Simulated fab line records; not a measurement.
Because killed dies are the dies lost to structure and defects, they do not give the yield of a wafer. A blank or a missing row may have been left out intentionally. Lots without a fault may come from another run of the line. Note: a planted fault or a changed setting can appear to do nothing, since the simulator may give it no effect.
Matching of chambers :: flow n5 finfet :: N5_BEOL_M11_STRIP_19 on rie diel-02: 4 sister chambers
The step strips in O2. 4 wafers are shown with their chamber, then 12 later ones without.

## EACH WAFER AND ITS CHAMBER
wafer: L080.6
chamber: 1
showerhead plenum p Torr (Torr): 2.13

wafer: L089.3
chamber: 3
showerhead plenum p Torr (Torr): 1.92

wafer: L093.2
chamber: 2
showerhead plenum p Torr (Torr): 2.16

wafer: L093.4
chamber: 0
showerhead plenum p Torr (Torr): 2.16

## WAFERS WHOSE CHAMBER IS MISSING
wafer: L091.1
showerhead plenum p Torr (Torr): 2.16

wafer: L091.2
showerhead plenum p Torr (Torr): 2.15

wafer: L091.6
showerhead plenum p Torr (Torr): 2.16

wafer: L095.2
showerhead plenum p Torr (Torr): 2.16

wafer: L095.5
showerhead plenum p Torr (Torr): 2.13

wafer: L095.6
showerhead plenum p Torr (Torr): 2.16

wafer: L097.2
showerhead plenum p Torr (Torr): 2.13

wafer: L097.3
showerhead plenum p Torr (Torr): 1.91

wafer: L097.5
showerhead plenum p Torr (Torr): 2.13

wafer: L096.1
showerhead plenum p Torr (Torr): 2.15

wafer: L096.2
showerhead plenum p Torr (Torr): 2.16

wafer: L096.4
showerhead plenum p Torr (Torr): 2.16

## THE CHAMBER EACH PASSED THROUGH
wafer: L091.1
from the rows above: can't be placed: 0 or 2
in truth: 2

wafer: L091.2
from the rows above: can't be placed: 0 or 2 or 1
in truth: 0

wafer: L091.6
from the rows above: can't be placed: 0 or 2
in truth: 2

wafer: L095.2
from the rows above: can't be placed: 0 or 2
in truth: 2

wafer: L095.5
from the rows above: 1
in truth: 1

wafer: L095.6
from the rows above: can't be placed: 0 or 2
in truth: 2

wafer: L097.2
from the rows above: 1
in truth: 1

wafer: L097.3
from the rows above: 3
in truth: 3

wafer: L097.5
from the rows above: 1
in truth: 1

wafer: L096.1
from the rows above: can't be placed: 0 or 2 or 1
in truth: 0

wafer: L096.2
from the rows above: can't be placed: 0 or 2
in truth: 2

wafer: L096.4
from the rows above: can't be placed: 0 or 2
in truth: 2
Placed correctly: 4 of 12. From these rows, 8 cannot be placed; in 8 the true chamber is one of the candidates. Number placed wrongly: 0.
How it was worked out, from the rows above alone: a wafer's distance from a chamber is the root of the sum, over the readings, of the square of ((its reading less the chamber's mean) divided by the reading's scatter). The wafer belongs to the nearest chamber; if the next one is less than 2 further off, it can't be placed. For every chamber, the mean is computed from those of its wafers that are shown. The scatter (one wafer shown for each chamber): square how far every hidden wafer sits from the nearest shown wafer, average those squares and take the square root.
